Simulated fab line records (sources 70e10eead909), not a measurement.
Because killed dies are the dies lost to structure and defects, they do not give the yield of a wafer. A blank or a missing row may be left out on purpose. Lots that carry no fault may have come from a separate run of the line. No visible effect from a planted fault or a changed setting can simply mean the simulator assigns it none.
Chamber matching | flow nand harc | ald sin-01 running NHARC_P_GATE_ALD_36: 4 sister chambers
The step deposits SiNx, target thk 20 nm, pulse time 60 s, ald cycles 223. 8 wafers are shown with their chamber, then 7 later ones without.

## WAFERS, EACH WITH ITS CHAMBER
wafer  | chamber | heater power outer w (W) | heater power w (W)
L078.1 | 1       | 480                      | 728
L082.1 | 3       | 474                      | 769
L082.5 | 2       | 426                      | 732
L086.2 | 0       | 490                      | 786
L086.6 | 1       | 451                      | 702
L086.5 | 2       | 434                      | 727
L090.3 | 3       | 477                      | 780
L090.1 | 0       | 483                      | 773

## WAFERS MISSING THEIR CHAMBER
wafer  | heater power outer w (W) | heater power w (W)
L090.5 | 461                      | 778
L092.2 | 492                      | 791
L092.3 | 430                      | 743
L092.6 | 486                      | 776
L095.4 | 427                      | 726
L095.2 | 490                      | 777
L095.6 | 440                      | 734

## WHICH CHAMBER EACH WENT THROUGH
wafer  | from the rows above     | in truth
L090.5 | can't be placed: 3 or 0 | 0
L092.2 | can't be placed: 0 or 3 | 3
L092.3 | 2                       | 2
L092.6 | can't be placed: 0 or 3 | 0
L095.4 | 2                       | 2
L095.2 | can't be placed: 0 or 3 | 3
L095.6 | can't be placed: 2 or 1 | 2
2 of 7 placed correctly. Cannot be placed on the basis of these rows: 5; the candidates contain the true chamber in 5. Number placed wrongly: 0.
How it was worked out, from the rows above alone: a wafer's distance from a chamber is the root of the sum, over the readings, of the square of ((its reading less the chamber's mean) divided by the reading's scatter). The wafer belongs to the nearest chamber; if the next one is less than 2 further off, it can't be placed. For every chamber, the mean is computed from those of its wafers that are shown. How the scatter is found: for the shown wafers, subtract from each reading the mean of its chamber, square and add these, divide the total by (wafers less chambers), then take the root.
